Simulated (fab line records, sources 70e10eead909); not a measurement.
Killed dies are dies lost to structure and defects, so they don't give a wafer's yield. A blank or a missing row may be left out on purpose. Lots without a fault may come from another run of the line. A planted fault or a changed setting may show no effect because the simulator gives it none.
A struck lot beside a sound one | flow nand_harc | 25 steps out of a route of 1302
Sound: wafers L410.2, L410.4, L410.5. Struck: wafers L417.2, L417.3, L417.6. The cause comes at the end.
At each step with rows: each side's tool, then ch and its chambers, then its first start. Under that, the readings that differ: sound wafers | struck wafers | difference of the means | sigmas: that difference in standard deviations of wafers without a fault.
alike: readings whose means differ by less than 2 such deviations, and words and numbers that are the same on both sides. not compared: withheld readings, readings that some wafer has no value for, bounds like >300 that may hide the same value, and numbers for which the record gives no deviation and whose values overlap.
The two part at a step that has a row with sigmas, a row that says differs or no value, or rows on one side only. Numbers that don't overlap but have no deviation are shown without sigmas and don't part them. A reading that every wafer of one side lacks parts them only if that side has two wafers or more.

NHARC_P_CONTACT_DEP_30: deposits SiNx, target thk 30 nm.
  sound on pecvd-01 ch 1,2, day 8 00:10; struck on pecvd-04 ch 0,1,2, day 10 18:15
  alike: heater_power_w
then, 1 step without rows for these wafers: NHARC_P_CONTACT_DEP_00 (deposits SiO2, target thk 500 nm).
NHARC_P_CONTACT_CMP_01: polishes SiO2, target thk 200 nm.
  sound on cmp-03 ch 2,3, day 8 01:04; struck on cmp-03 ch 0,2,3, day 10 18:59
  alike: motor_current_A
then, 8 steps without rows for these wafers: NHARC_P_CONTACT_SRD_03; NHARC_P_CONTACT_DEHYDRATE_04 (time 120 s); NHARC_P_CONTACT_HMDS_05 (time 30 s); NHARC_P_CONTACT_COAT_33 (time 75 s); NHARC_P_CONTACT_COAT_34 (time 65 s); NHARC_P_CONTACT_COAT_06 (resist thk 90 nm); NHARC_P_CONTACT_SOFTBAKE_07 (time 55 s); NHARC_P_CONTACT_EBR_08.
NHARC_P_CONTACT_EXPOSE_09: exposes mask P CA, target cd 90 nm.
  sound on arfi_scanner-02 ch 0, day 8 01:46; struck on arfi_scanner-03 ch 0, day 10 19:32
  reading | sound                | struck                        | difference | sigmas
  mask    | P_CA#0 P_CA#0 P_CA#0 | P_CA_R1#0 P_CA_R1#0 P_CA_R1#0 | differs    |
then, 2 steps without rows for these wafers: NHARC_P_CONTACT_PEB_10 (peb time 65 s); NHARC_P_CONTACT_DEVELOP_11 (develop time 35 s).
NHARC_P_CONTACT_CD_MEAS_12: target cd 90 nm.
  sound on cd_sem-01 ch 0, day 8 01:54; struck on cd_sem-02 ch 0, day 10 19:40
  reading    | sound          | struck         | difference | sigmas
  cd_nm (nm) | 90.6 90.0 90.7 | 96.4 96.7 96.2 | +6.0       | +11
NHARC_P_CONTACT_OVL_MEAS_13:
  sound on overlay-02, day 8 01:59; struck on overlay-01, day 10 19:45
  alike: overlay_x_nm, overlay_y_nm
NHARC_P_CONTACT_INSPECT_14:
  sound on defect_inspect-01, day 8 02:02; struck on defect_inspect-02, day 10 19:47
  reading          | sound | struck | difference | sigmas
  raw_defect_count | 1 2 1 | 6 7 14 | +8         | +3
NHARC_P_CONTACT_DESCUM_17: chemistry O2, time 3 s.
  sound on rie_diel-03 ch 0,3, day 8 02:06; struck on rie_diel-07 ch 1,2,3, day 10 19:52
  reading                    | sound             | struck            | difference | sigmas
  oes_product_au (a.u.)      | 0.998 0.994 1.000 | 1.014 1.007 1.011 | +0.013     | +2
  model.P_CONTACT.cd_nm (nm) | 90.36 89.81 90.66 | 96.21 96.5 96.2   | +6.03      |
  alike: drypump_motor_current_A, mfc_ar_sccm, rf_vpp_V, showerhead_plenum_p_Torr, throttle_valve_pct
  not compared: rf_hours_counter_h
NHARC_P_CONTACT_ETCH_35: etches the open film in CF4, target depth 39 nm, time 65 s.
  sound on rie_diel-03 ch 0,2, day 8 02:11; struck on rie_diel-07 ch 0,1,2, day 10 19:56
  alike: drypump_motor_current_A, mfc_ar_sccm, oes_product_au, rf_vpp_V, showerhead_plenum_p_Torr, throttle_valve_pct
  not compared: rf_hours_counter_h
NHARC_P_CONTACT_ETCH_36: etches the open film in N2/H2, target depth 260 nm, time 406.25 s.
  sound on rie_diel-03 ch 0,1,3; struck on rie_diel-07 ch 0,2
  alike: drypump_motor_current_A, mfc_ar_sccm, n2_flow_sccm, oes_product_au, rf_vpp_V, showerhead_plenum_p_Torr, throttle_valve_pct
  not compared: rf_hours_counter_h
NHARC_P_CONTACT_ETCH_18: etches the open film in C4F8/O2/Ar, target depth 481 nm, time 240.5 s.
  sound on rie_diel-03 ch 1,2,3; struck on rie_diel-07 ch 0,1
  alike: oes_product_au, rf_vpp_V
  not compared: rf_hours_counter_h
then, 1 step without rows for these wafers: NHARC_P_CONTACT_STRIP_37 (strips in C4F8/O2/Ar).
NHARC_P_CONTACT_ETCH_31: etches the open film in CH3F/O2, target depth 30 nm, time 85.7 s.
  sound on rie_diel-03 ch 1,2,3; struck on rie_diel-07 ch 1,2,3
  reading                    | sound             | struck            | difference | sigmas
  model.P_CONTACT.cd_nm (nm) | 89.61 88.56 90.78 | 95.98 96.04 97.04 | +6.70      |
  alike: drypump_motor_current_A, mfc_ar_sccm, oes_product_au, rf_vpp_V, showerhead_plenum_p_Torr, throttle_valve_pct
  not compared: rf_hours_counter_h
NHARC_P_CONTACT_CD_MEAS_19:
  sound on cd_sem-03, day 8 02:58; struck on cd_sem-01, day 10 20:43
  reading    | sound          | struck         | difference | sigmas
  cd_nm (nm) | 89.5 88.9 90.9 | 95.7 96.1 97.0 | +6.5       | +6
-- the record jumps here: 18 days lie between the struck wafers' starts before and after (it left off in module P_CONTACT and takes up again in module END, whose first step shown is number 1302 of the route) --
NHARC_END_SORT_01:
  the record has rows for the struck wafers here (prober-01 ch 0, day 29 04:22) and none for the sound ones

WHERE THEY PART
First at NHARC_P_CONTACT_EXPOSE_09; last, within this record, at NHARC_END_SORT_01.

WHY: what the simulator had put in
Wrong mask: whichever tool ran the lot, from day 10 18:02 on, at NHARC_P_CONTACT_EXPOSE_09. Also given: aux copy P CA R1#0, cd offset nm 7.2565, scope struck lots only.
